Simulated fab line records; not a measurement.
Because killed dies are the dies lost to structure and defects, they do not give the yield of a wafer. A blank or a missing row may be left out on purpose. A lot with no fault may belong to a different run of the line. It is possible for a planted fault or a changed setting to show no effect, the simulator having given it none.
Matching of chambers + flow nandHarc + NHARC_P_CONTACT_STRIP_28 on rieDiel-03: 4 sister chambers
The step strips in O2. 8 wafers are shown with their chamber, then 7 later ones without.

## WAFERS, EACH WITH ITS CHAMBER
| wafer  | chamber | showerheadPlenumPTorr (Torr) | drypumpMotorCurrentA (A) |
|--------|---------|------------------------------|--------------------------|
| L075.3 | 3       | 3.42                         | 6.1                      |
| L076.4 | 3       | 3.42                         | 6.0                      |
| L078.5 | 1       | 3.33                         | 5.3                      |
| L083.1 | 0       | 3.51                         | 5.6                      |
| L083.2 | 2       | 3.30                         | 5.9                      |
| L083.3 | 1       | 3.32                         | 5.3                      |
| L084.1 | 0       | 3.51                         | 5.6                      |
| L084.2 | 2       | 3.30                         | 5.9                      |

## WAFERS MISSING THEIR CHAMBER
| wafer  | showerheadPlenumPTorr (Torr) | drypumpMotorCurrentA (A) |
|--------|------------------------------|--------------------------|
| L084.5 | 3.32                         | 5.3                      |
| L095.1 | 3.32                         | 5.3                      |
| L095.2 | 3.29                         | 5.9                      |
| L095.4 | 3.42                         | 6.1                      |
| L097.1 | 3.50                         | 5.5                      |
| L097.2 | 3.32                         | 5.3                      |
| L097.5 | 3.32                         | 5.3                      |

## WHICH CHAMBER EACH ONE RAN IN
| wafer  | from the rows above | in truth |
|--------|---------------------|----------|
| L084.5 | 1                   | 1        |
| L095.1 | 1                   | 1        |
| L095.2 | 2                   | 2        |
| L095.4 | 3                   | 3        |
| L097.1 | 0                   | 0        |
| L097.2 | 1                   | 1        |
| L097.5 | 1                   | 1        |
Correctly placed: 7 of 7. Number that these rows cannot place: 0. Wrongly placed: 0.
How it was worked out, from the rows above alone: a wafer's distance from a chamber is the root of the sum, over the readings, of the square of ((its reading less the chamber's mean) divided by the reading's scatter). If the next closest chamber is less than 2 further off than the closest, the wafer can't be placed; otherwise it belongs to the closest. Each chamber's mean is taken over the wafers shown for it. The scatter is the square root of a quotient: the sum, over the shown wafers, of each reading's squared deviation from its chamber's mean, divided by wafers minus chambers.
